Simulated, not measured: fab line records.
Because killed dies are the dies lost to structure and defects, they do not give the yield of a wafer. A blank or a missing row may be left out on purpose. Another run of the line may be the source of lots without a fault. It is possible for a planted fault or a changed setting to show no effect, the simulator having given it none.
Which tool is to blame? :: flow n5-finfet :: 10 lots with 27 wafers sampled at 5 steps, on a route of 1938 steps

WHAT THE GAUGES SHOWED, per wafer
N5_START_INSPECT_01: inspects for defects (unpatterned scan).
lot: L885
measured: day 1 12:02
on: defect-inspect-02
raw-defect-count: 2 2 11

lot: L887
measured: day 2 00:02
on: defect-inspect-01
raw-defect-count: 3 4 7

lot: L889
measured: day 2 12:02
on: defect-inspect-01
raw-defect-count: 8 2 9

lot: L890
measured: day 2 18:02
on: defect-inspect-02
raw-defect-count: 7 5 6

lot: L897
measured: day 4 12:02
on: defect-inspect-01
raw-defect-count: 7 5 10

lot: L899
measured: day 5 00:02
on: defect-inspect-01
raw-defect-count: 13 4

lot: L901
measured: day 5 12:02
on: defect-inspect-02
raw-defect-count: 5 14

lot: L905
measured: day 6 12:02
on: defect-inspect-01
raw-defect-count: 0 11 8

lot: L906
measured: day 6 18:02
on: defect-inspect-01
raw-defect-count: 7 8

lot: L907
measured: day 7 00:02
on: defect-inspect-02
raw-defect-count: 6 1 9

N5_FIN_SAQP_THK_MEAS_05.
lot: L885
measured: day 1 20:58
on: film-metro-01
thk-nm (nm): 38.2 38.6 37.7

lot: L887
measured: day 2 08:52
on: film-metro-02
thk-nm (nm): 38.1 38.1 39.0

lot: L889
measured: day 2 20:47
on: film-metro-01
thk-nm (nm): 38.1 37.6 38.4

lot: L890
measured: day 3 02:44
on: film-metro-02
thk-nm (nm): 37.9 38.7 38.1

lot: L897
measured: day 4 21:53
on: film-metro-02
thk-nm (nm): 38.3 38.8 38.8

lot: L899
measured: day 5 10:14
on: film-metro-01
thk-nm (nm): 38.1 38.1

lot: L901
measured: day 5 22:07
on: film-metro-01
thk-nm (nm): 38.1 38.6

lot: L905
measured: day 6 21:44
on: film-metro-02
thk-nm (nm): 38.5 38.1 38.5

lot: L906
measured: day 7 03:25
on: film-metro-02
thk-nm (nm): 38.0 37.1

lot: L907
measured: day 7 09:39
on: film-metro-02
thk-nm (nm): 37.4 37.0 37.7

N5_BEOL_M4_RC_MEAS_101.
lot: L885
measured: day 7 22:33
on: prober-02
CJ_N: 4.49 4.38 4.48
CJ_P: 5.60 5.79 5.72
DIBL_N (mV/V): 33.8 35.2 33.9
DIBL_P (mV/V): 32.6 34.7 32.7
IOFF_N (nA/um): 0.12 0.15 0.13
IOFF_N_85C (nA/um): 2.4 3.0 2.5
IOFF_N_LIN (nA/um): 0.058 0.074 0.062
IOFF_P (nA/um): 0.15 0.20 0.16
IOFF_P_85C (nA/um): 2.8 3.5 2.9
IOFF_P_LIN (nA/um): 0.077 0.097 0.081
ION_N (uA/um): 655 672 659
ION_P (uA/um): 446 457 447
RS_NWELL (ohm/sq): 1047 1039 1047
RS_PWELL (ohm/sq): 3025 3044 3030
SS_N (mV/dec): 71.0 71.0 70.7
SS_P (mV/dec): 72.9 73.3 71.9
VT_N (mV): 253 248 253
VT_P (mV): -257 -250 -255

lot: L887
measured: day 8 12:54
on: prober-01
CJ_N: 4.44 4.33 4.35
CJ_P: 5.68 5.44 5.46
DIBL_N (mV/V): 34.9 37.1 34.9
DIBL_P (mV/V): 36.3 39.6 36.8
IOFF_N (nA/um): 0.16 0.19 0.16
IOFF_N_85C (nA/um): 3.1 3.6 3.0
IOFF_N_LIN (nA/um): 0.073 0.086 0.072
IOFF_P (nA/um): 0.17 0.23 0.18
IOFF_P_85C (nA/um): 3.1 3.9 3.3
IOFF_P_LIN (nA/um): 0.085 0.105 0.089
ION_N (uA/um): 684 679 673
ION_P (uA/um): 455 464 457
RS_NWELL (ohm/sq): 1046 1041 1039
RS_PWELL (ohm/sq): 3007 3000 3007
SS_N (mV/dec): 71.6 71.9 71.8
SS_P (mV/dec): 73.8 74.0 72.7
VT_N (mV): 249 246 249
VT_P (mV): -252 -251 -255

lot: L889
measured: day 8 21:28
on: prober-01
CJ_N: 4.41 4.25 4.26
CJ_P: 5.40 5.94 5.52
DIBL_N (mV/V): 37.0 38.6 36.6
DIBL_P (mV/V): 36.2 39.5 36.2
IOFF_N (nA/um): 0.16 0.19 0.15
IOFF_N_85C (nA/um): 3.2 3.6 2.9
IOFF_N_LIN (nA/um): 0.077 0.087 0.071
IOFF_P (nA/um): 0.20 0.25 0.20
IOFF_P_85C (nA/um): 3.6 4.4 3.6
IOFF_P_LIN (nA/um): 0.098 0.116 0.099
ION_N (uA/um): 671 691 676
ION_P (uA/um): 458 474 469
RS_NWELL (ohm/sq): 1037 1045 1033
RS_PWELL (ohm/sq): 3007 3020 2993
SS_N (mV/dec): 71.6 71.3 70.8
SS_P (mV/dec): 73.5 74.3 73.4
VT_N (mV): 247 247 249
VT_P (mV): -251 -247 -248

lot: L890
measured: day 9 10:14
on: prober-01
CJ_N: 4.40 4.29 4.32
CJ_P: 5.64 6.18 6.12
DIBL_N (mV/V): 38.5 34.7 36.1
DIBL_P (mV/V): 38.5 34.7 35.5
IOFF_N (nA/um): 0.21 0.14 0.15
IOFF_N_85C (nA/um): 3.9 2.8 2.9
IOFF_N_LIN (nA/um): 0.091 0.067 0.069
IOFF_P (nA/um): 0.26 0.20 0.20
IOFF_P_85C (nA/um): 4.4 3.5 3.6
IOFF_P_LIN (nA/um): 0.121 0.099 0.102
ION_N (uA/um): 694 681 679
ION_P (uA/um): 476 468 469
RS_NWELL (ohm/sq): 1030 1031 1028
RS_PWELL (ohm/sq): 2997 3030 3026
SS_N (mV/dec): 72.0 71.0 71.7
SS_P (mV/dec): 73.7 72.8 73.1
VT_N (mV): 242 250 250
VT_P (mV): -245 -248 -249

lot: L897
measured: day 11 03:25
on: prober-01
CJ_N: 4.33 2.50 2.51
CJ_P: 5.49 2.22 2.20
DIBL_N (mV/V): 36.8 86.3 61.9
DIBL_P (mV/V): 35.4 52.5 45.8
IOFF_N (nA/um): 0.17 12.93 3.37
IOFF_N_85C (nA/um): 3.3 123.8 40.0
IOFF_N_LIN (nA/um): 0.078 0.509 0.241
IOFF_P (nA/um): 0.22 1.90 1.03
IOFF_P_85C (nA/um): 3.8 22.9 13.6
IOFF_P_LIN (nA/um): 0.106 0.254 0.191
ION_N (uA/um): 663 694 691
ION_P (uA/um): 456 469 470
RS_NWELL (ohm/sq): 1042 944 944
RS_PWELL (ohm/sq): 3054 2210 2194
SS_N (mV/dec): 71.9 127.5 105.8
SS_P (mV/dec): 73.8 90.3 85.2
VT_N (mV): 250 240 243
VT_P (mV): -248 -243 -244

lot: L899
measured: day 11 13:05
on: prober-01
CJ_N: 2.49 4.23
CJ_P: 2.19 5.73
DIBL_N (mV/V): 55.1 35.0
DIBL_P (mV/V): 46.9 35.1
IOFF_N (nA/um): 2.04 0.14
IOFF_N_85C (nA/um): 26.5 2.9
IOFF_N_LIN (nA/um): 0.204 0.070
IOFF_P (nA/um): 0.78 0.21
IOFF_P_85C (nA/um): 10.7 3.5
IOFF_P_LIN (nA/um): 0.192 0.105
ION_N (uA/um): 696 684
ION_P (uA/um): 475 471
RS_NWELL (ohm/sq): 936 1028
RS_PWELL (ohm/sq): 2140 2939
SS_N (mV/dec): 92.7 71.4
SS_P (mV/dec): 80.6 72.9
VT_N (mV): 242 249
VT_P (mV): -243 -249

lot: L901
measured: day 12 07:55
on: prober-01
CJ_N: 2.50 4.13
CJ_P: 2.22 6.16
DIBL_N (mV/V): 57.8 38.1
DIBL_P (mV/V): 42.1 38.7
IOFF_N (nA/um): 2.00 0.18
IOFF_N_85C (nA/um): 26.5 3.6
IOFF_N_LIN (nA/um): 0.174 0.084
IOFF_P (nA/um): 0.43 0.23
IOFF_P_85C (nA/um): 6.7 4.0
IOFF_P_LIN (nA/um): 0.130 0.106
ION_N (uA/um): 685 690
ION_P (uA/um): 472 463
RS_NWELL (ohm/sq): 947 1040
RS_PWELL (ohm/sq): 2189 3018
SS_N (mV/dec): 97.9 71.9
SS_P (mV/dec): 77.5 73.2
VT_N (mV): 245 249
VT_P (mV): -247 -249

lot: L905
measured: day 13 18:14
on: prober-01
CJ_N: 4.33 4.34 4.31
CJ_P: 5.89 5.78 5.76
DIBL_N (mV/V): 35.3 34.3 34.7
DIBL_P (mV/V): 37.2 35.6 36.1
IOFF_N (nA/um): 0.15 0.13 0.14
IOFF_N_85C (nA/um): 2.9 2.7 2.8
IOFF_N_LIN (nA/um): 0.072 0.065 0.067
IOFF_P (nA/um): 0.20 0.18 0.19
IOFF_P_85C (nA/um): 3.6 3.2 3.5
IOFF_P_LIN (nA/um): 0.097 0.089 0.094
ION_N (uA/um): 679 677 675
ION_P (uA/um): 467 464 465
RS_NWELL (ohm/sq): 1036 1031 1037
RS_PWELL (ohm/sq): 3028 3029 3032
SS_N (mV/dec): 70.5 71.4 71.3
SS_P (mV/dec): 73.8 73.4 73.8
VT_N (mV): 250 251 250
VT_P (mV): -252 -252 -250

lot: L906
measured: day 13 21:04
on: prober-02
CJ_N: 4.38 4.25
CJ_P: 5.86 5.72
DIBL_N (mV/V): 33.1 36.2
DIBL_P (mV/V): 32.2 36.9
IOFF_N (nA/um): 0.11 0.17
IOFF_N_85C (nA/um): 2.4 3.2
IOFF_N_LIN (nA/um): 0.057 0.076
IOFF_P (nA/um): 0.17 0.22
IOFF_P_85C (nA/um): 3.0 3.8
IOFF_P_LIN (nA/um): 0.087 0.105
ION_N (uA/um): 649 664
ION_P (uA/um): 458 463
RS_NWELL (ohm/sq): 1031 1029
RS_PWELL (ohm/sq): 2972 2963
SS_N (mV/dec): 70.5 72.0
SS_P (mV/dec): 72.9 72.4
VT_N (mV): 253 251
VT_P (mV): -252 -249

lot: L907
measured: day 14 00:46
on: prober-02
CJ_N: 4.44 4.34 4.34
CJ_P: 5.96 5.99 5.97
DIBL_N (mV/V): 36.9 38.9 35.3
DIBL_P (mV/V): 37.0 39.9 35.8
IOFF_N (nA/um): 0.17 0.21 0.16
IOFF_N_85C (nA/um): 3.3 4.0 3.1
IOFF_N_LIN (nA/um): 0.077 0.093 0.074
IOFF_P (nA/um): 0.25 0.29 0.22
IOFF_P_85C (nA/um): 4.2 4.8 3.8
IOFF_P_LIN (nA/um): 0.115 0.131 0.107
ION_N (uA/um): 673 687 683
ION_P (uA/um): 465 476 472
RS_NWELL (ohm/sq): 1039 1053 1047
RS_PWELL (ohm/sq): 3013 3007 2982
SS_N (mV/dec): 71.8 72.7 71.2
SS_P (mV/dec): 73.1 73.8 72.8
VT_N (mV): 247 247 250
VT_P (mV): -246 -243 -248

EACH LOT AND THE TOOL THAT RAN IT (in order: tool; ch and the chambers of the sampled wafers; start)
lot: L885
N5_ZERO_LAYER_ETCH_17: rie-diel-02 ch 1,2,3, day 1 12:51
N5_WELL_APT_EPI_41: epi-rpcvd-02 ch 0, day 1 16:32

lot: L887
N5_ZERO_LAYER_ETCH_17: rie-diel-01 ch 0,1,2, day 2 00:52
N5_WELL_APT_EPI_41: epi-rpcvd-02 ch 0, day 2 04:32

lot: L889
N5_ZERO_LAYER_ETCH_17: rie-diel-06 ch 0,2,3, day 2 12:56
N5_WELL_APT_EPI_41: epi-rpcvd-03 ch 0, day 2 16:23

lot: L890
N5_ZERO_LAYER_ETCH_17: rie-diel-02 ch 1,2,3, day 2 18:43
N5_WELL_APT_EPI_41: epi-rpcvd-02 ch 0, day 2 22:05

lot: L897
N5_ZERO_LAYER_ETCH_17: rie-diel-02 ch 0,2,3, day 4 12:51
N5_WELL_APT_EPI_41: epi-rpcvd-02 ch 0, day 4 16:09

lot: L899
N5_ZERO_LAYER_ETCH_17: rie-diel-01 ch 1,2, day 5 00:50
N5_WELL_APT_EPI_41: epi-rpcvd-02 ch 0, day 5 04:23

lot: L901
N5_ZERO_LAYER_ETCH_17: rie-diel-02 ch 1,3, day 5 13:27
N5_WELL_APT_EPI_41: epi-rpcvd-02 ch 0, day 5 17:37

lot: L905
N5_ZERO_LAYER_ETCH_17: rie-diel-06 ch 0,1,2, day 6 12:50
N5_WELL_APT_EPI_41: epi-rpcvd-03 ch 0, day 6 16:05

lot: L906
N5_ZERO_LAYER_ETCH_17: rie-diel-01 ch 2,3, day 6 18:44
N5_WELL_APT_EPI_41: epi-rpcvd-01 ch 0, day 6 22:05

lot: L907
N5_ZERO_LAYER_ETCH_17: rie-diel-02 ch 0,1,3, day 7 00:43
N5_WELL_APT_EPI_41: epi-rpcvd-01 ch 0, day 7 04:13
- N5_ZERO_LAYER_ETCH_17: etches SiO2 in CF4, target depth 12 nm, time 13.3 s.
- N5_WELL_APT_EPI_41: deposits Si from SiH4/H2, target thk 50 nm, time 297.7 s.

AS READ BY THE TOOLS THEMSELVES (means over the sampled wafers that have a number; for cases with no such wafer, the mark the record gives instead)
N5_ZERO_LAYER_ETCH_17.
lot: L885
tool: rie-diel-02
drypump-motor-current-A (A): 5.8
oes-product-au (a.u.): 0.76
rf-vpp-V (V): 950
showerhead-plenum-p-Torr (Torr): 2.14
throttle-valve-pct (%): 15.52

lot: L887
tool: rie-diel-01
drypump-motor-current-A (A): 5.8
oes-product-au (a.u.): 0.77
rf-vpp-V (V): 948
showerhead-plenum-p-Torr (Torr): 2.15
throttle-valve-pct (%): 15.68

lot: L889
tool: rie-diel-06
drypump-motor-current-A (A): 5.5
oes-product-au (a.u.): 0.72
rf-vpp-V (V): 952
showerhead-plenum-p-Torr (Torr): 2.18
throttle-valve-pct (%): 15.79

lot: L890
tool: rie-diel-02
drypump-motor-current-A (A): 5.8
oes-product-au (a.u.): 0.75
rf-vpp-V (V): 950
showerhead-plenum-p-Torr (Torr): 2.14
throttle-valve-pct (%): 15.54

lot: L897
tool: rie-diel-02
drypump-motor-current-A (A): 6.0
oes-product-au (a.u.): 0.71
rf-vpp-V (V): 948
showerhead-plenum-p-Torr (Torr): 2.13
throttle-valve-pct (%): 15.84

lot: L899
tool: rie-diel-01
drypump-motor-current-A (A): 6.0
oes-product-au (a.u.): 0.83
rf-vpp-V (V): 948
showerhead-plenum-p-Torr (Torr): 2.12
throttle-valve-pct (%): 15.43

lot: L901
tool: rie-diel-02
drypump-motor-current-A (A): 5.8
oes-product-au (a.u.): 0.73
rf-vpp-V (V): 945
showerhead-plenum-p-Torr (Torr): 2.09
throttle-valve-pct (%): 15.52

lot: L905
tool: rie-diel-06
drypump-motor-current-A (A): 5.5
oes-product-au (a.u.): 0.70
rf-vpp-V (V): 950
showerhead-plenum-p-Torr (Torr): 2.15
throttle-valve-pct (%): 15.75

lot: L906
tool: rie-diel-01
drypump-motor-current-A (A): 5.8
oes-product-au (a.u.): 0.79
rf-vpp-V (V): 952
showerhead-plenum-p-Torr (Torr): 2.20
throttle-valve-pct (%): 15.50

lot: L907
tool: rie-diel-02
drypump-motor-current-A (A): 5.8
oes-product-au (a.u.): 0.72
rf-vpp-V (V): 944
showerhead-plenum-p-Torr (Torr): 2.07
throttle-valve-pct (%): 15.74

N5_WELL_APT_EPI_41.
lot: L885
tool: epi-rpcvd-02
run-length-s (s): 356.7
throttle-valve-pct (%): 11.22

lot: L887
tool: epi-rpcvd-02
run-length-s (s): 356.5
throttle-valve-pct (%): 11.11

lot: L889
tool: epi-rpcvd-03
run-length-s (s): 356.6
throttle-valve-pct (%): 11.13

lot: L890
tool: epi-rpcvd-02
run-length-s (s): 357.2
throttle-valve-pct (%): 11.19

lot: L897
tool: epi-rpcvd-02
run-length-s (s): 521.1
throttle-valve-pct (%): 11.19

lot: L899
tool: epi-rpcvd-02
run-length-s (s): 479.7
throttle-valve-pct (%): 10.95

lot: L901
tool: epi-rpcvd-02
run-length-s (s): 479.9
throttle-valve-pct (%): 10.94

lot: L905
tool: epi-rpcvd-03
run-length-s (s): 363.7
throttle-valve-pct (%): 10.97

lot: L906
tool: epi-rpcvd-01
run-length-s (s): 355.6
throttle-valve-pct (%): 11.32

lot: L907
tool: epi-rpcvd-01
run-length-s (s): 355.8
throttle-valve-pct (%): 11.16

THE ANSWER, worked out from the rows above alone
Rule: usual is defined by the lots themselves. Put in order of their means at a reading, lots are off if they are a third of the lots or fewer, leave a main group of 4 or more, and stand apart from it by a gap of 3 or more times the standard deviation of the main group's means; of several such gaps the widest counts. A main group whose means are all the same, to the digits that the tables above print for the reading, isn't used. A lot without any number at a reading at which 4 lots or more have one is off too. Any other lot the step has rows for is counted as sound. After the gauges, taken in route order, come the tools' own readings; for these a lot's mean is taken, as printed above. The first step at which some lot is off is used, and at that step the reading that is off furthest; a lot without a number counts as furthest.
Off: L897, L899, L901, seen at N5_BEOL_M4_RC_MEAS_101 (IOFF_N). The main group: mean 0.16 nA/um, standard deviation 0.017.
If a tool, at a process step before that reading, ran all the lots that are off and no sound lot after the first of them, it fits. The gauges at N5_BEOL_M4_RC_MEAS_101 aren't tried: what is off there is off at N5_WELL_APT_EPI_41 too, on other tools, and a gauge's error can't cause that. One candidate fits, namely epi-rpcvd-02 at N5_WELL_APT_EPI_41. Its last sound lot is L890 (day 2 22:05), its first lot that is off L897 (day 4 16:09): a fault that began between those two fits.
The tool's own readings at N5_WELL_APT_EPI_41 bear it out: on the lots that are off they differ by more than 5 times the standard deviation of the sound lots' means. run-length-s reads 493.6 s there against 357.4 s on the sound lots.

WHAT THE SIMULATOR HAD INSERTED
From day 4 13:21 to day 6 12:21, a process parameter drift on epi-rpcvd-02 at N5_WELL_APT_EPI_41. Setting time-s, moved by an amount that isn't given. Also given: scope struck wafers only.
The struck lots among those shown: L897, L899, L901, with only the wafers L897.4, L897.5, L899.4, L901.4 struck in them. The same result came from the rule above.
